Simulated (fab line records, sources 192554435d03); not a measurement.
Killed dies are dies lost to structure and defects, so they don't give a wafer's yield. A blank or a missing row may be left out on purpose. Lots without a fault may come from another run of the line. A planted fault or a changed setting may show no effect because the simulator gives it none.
Which tool did it? | flow n5_finfet | 10 lots, 30 wafers sampled, at 1 step of a route of 1938

WHAT THE GAUGES READ, wafer by wafer
N5_BEOL_M13_OVL_MEAS_29.
lot  | measured     | on         | M13_OVL (nm)
L787 | day 11 12:48 | overlay-01 | -4 2 7
L788 | day 11 19:20 | overlay-02 | 3 5 1
L791 | day 12 11:12 | overlay-01 | 10 11 8
L792 | day 13 02:20 | overlay-02 | 10 5 -4
L793 | day 13 02:32 | overlay-02 | -2 3 4
L796 | day 13 16:29 | overlay-01 | -1 4 0
L799 | day 14 06:22 | overlay-01 | -8 -4 -6
L802 | day 15 10:00 | overlay-01 | 9 7 10
L807 | day 16 02:27 | overlay-02 | 10 2 7
L809 | day 17 09:51 | overlay-01 | 5 3 2

WHICH TOOL RAN EACH LOT (tool, then ch and the chambers of the sampled wafers, then the start)
The record holds no process step before these readings.

WHAT THE TOOLS THEMSELVES READ (means of the sampled wafers that have a number; where no wafer has one, the mark that the record gives instead)
The record holds no such reading with a usual standard deviation.

THE ANSWER, worked out from the rows above alone
Rule: what is usual is taken from the lots themselves. Put in order of their means at a reading, lots are off if they are a third of the lots or fewer, leave a main group of 4 or more, and stand apart from it by a gap of 3 or more times the standard deviation of the main group's means; of several such gaps the widest counts. A main group whose means are all the same, to the digits that the tables above print for the reading, isn't used. A lot without any number at a reading at which 4 lots or more have one is off too. The other lots that the step has rows for count as sound. The gauges are gone through in route order, then the tools' own readings, and for those a lot's mean is taken as printed above. The first step at which some lot is off is used, and at that step the reading that is off furthest; a lot without a number counts as furthest.
No lot is off at any reading shown: from this, nothing can be told.

WHAT THE SIMULATOR HAD PUT IN
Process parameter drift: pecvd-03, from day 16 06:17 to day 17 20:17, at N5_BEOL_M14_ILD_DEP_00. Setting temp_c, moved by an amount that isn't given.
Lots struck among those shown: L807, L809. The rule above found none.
